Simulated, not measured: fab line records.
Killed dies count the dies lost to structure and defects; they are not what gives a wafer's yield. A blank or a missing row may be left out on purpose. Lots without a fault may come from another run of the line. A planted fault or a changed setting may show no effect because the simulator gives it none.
The tool behind it: which one?	flow n5Finfet	11 lots, 31 wafers sampled, at 4 steps of a route of 1938

## WHAT THE GAUGES READ, wafer by wafer
N5_PASSIVATION_OVL_MEAS_66.
lot	measured	on	PASS_OPEN_OVL (nm)
L243	day 12 12:23	overlay-02	4 -1 4
L246	day 13 00:25	overlay-02	8 0 0
L247	day 12 23:08	overlay-01	2 0 5
L248	day 13 02:25	overlay-02	11 3
L249	day 12 23:55	overlay-02	5 -1
L250	day 14 01:01	overlay-02	-1 -8 -3
L252	day 13 19:22	overlay-02	0 -6 1
L253	day 15 02:14	overlay-02	1 3 3
L255	day 15 03:11	overlay-02	-8 0 -5
L263	day 17 02:31	overlay-02	0 13 -5
L266	day 17 19:26	overlay-02	4 4 3

## WHICH TOOL RAN EACH LOT (tool, then ch and the chambers of the sampled wafers, then the start)
lot	N5_HKMG_FIN_ALD_71	N5_PASSIVATION_DESCUM_12	N5_PASSIVATION_ETCH_15
L243	aldMetal-01 ch 0,1,3, day 4 05:43	rieDiel-05 ch 2,3, day 12 08:58	rieDiel-05 ch 2,3, day 12 12:23 or earlier
L246	aldMetal-04 ch 1,2, day 4 22:20	rieDiel-05 ch 0,2,3, day 12 20:25	rieDiel-05 ch 0,2,3, day 13 00:25 or earlier
L247	aldMetal-03 ch 0,1,3, day 5 05:38	rieDiel-05 ch 0,3, day 12 18:52	rieDiel-05 ch 0,3, day 12 23:08 or earlier
L248	aldMetal-01 ch 2, day 5 09:33	rieDiel-01 ch 1,2, day 12 22:19	rieDiel-01 ch 1,2, day 13 02:25 or earlier
L249	aldMetal-03 ch 1,2, day 5 15:26	rieDiel-02 ch 1,2, day 12 20:22	rieDiel-02 ch 1,2, day 12 23:55 or earlier
L250	aldMetal-03 ch 1,2,3, day 5 22:19	rieDiel-01 ch 1,2, day 13 21:16	rieDiel-01 ch 1,2, day 14 01:01 or earlier
L252	aldMetal-01 ch 1,2,3, day 6 15:29	rieDiel-01 ch 0,1,3, day 13 16:07	rieDiel-01 ch 0,1,3, day 13 19:22 or earlier
L253	aldMetal-01 ch 1,2,3, day 6 21:56	rieDiel-02 ch 0,1,3, day 14 22:53	rieDiel-02 ch 0,1,3, day 15 02:14 or earlier
L255	aldMetal-01 ch 1,2,3, day 7 07:45	rieDiel-01 ch 0,2, day 14 23:08	rieDiel-01 ch 0,2, day 15 03:11 or earlier
L263	aldMetal-04 ch 0,1,3, day 9 05:31	rieDiel-05 ch 1,2,3, day 16 21:51	rieDiel-05 ch 1,2,3, day 17 02:31 or earlier
L266	aldMetal-04 ch 0,3, day 9 23:37	rieDiel-05 ch 1,2, day 17 16:15	rieDiel-05 ch 1,2, day 17 19:26 or earlier
- N5_HKMG_FIN_ALD_71: deposits TiN, target thk 1 nm, pulse time 1 s, purge time 3 s.
- N5_PASSIVATION_DESCUM_12: chemistry O2, time 7.9 s.
- N5_PASSIVATION_ETCH_15: etches SiCN in CF4/N2, target depth 75 nm, time 81.2 s.

## THE ANSWER, worked out from the rows above alone
Rule: the lots themselves supply what counts as usual. Put in order of their means at a reading, lots are off if they are a third of the lots or fewer, leave a main group of 4 or more, and stand apart from it by a gap of 3 or more times the standard deviation of the main group's means; of several such gaps the widest counts. Not used: any main group whose means are identical at the precision the tables above print for the reading. Also off: a lot with no number at a reading for which 4 or more lots have one. Any other lot the step has rows for is counted as sound.
No lot is off at any reading shown: from this, nothing can be told.

## WHAT THE SIMULATOR HAD INSERTED
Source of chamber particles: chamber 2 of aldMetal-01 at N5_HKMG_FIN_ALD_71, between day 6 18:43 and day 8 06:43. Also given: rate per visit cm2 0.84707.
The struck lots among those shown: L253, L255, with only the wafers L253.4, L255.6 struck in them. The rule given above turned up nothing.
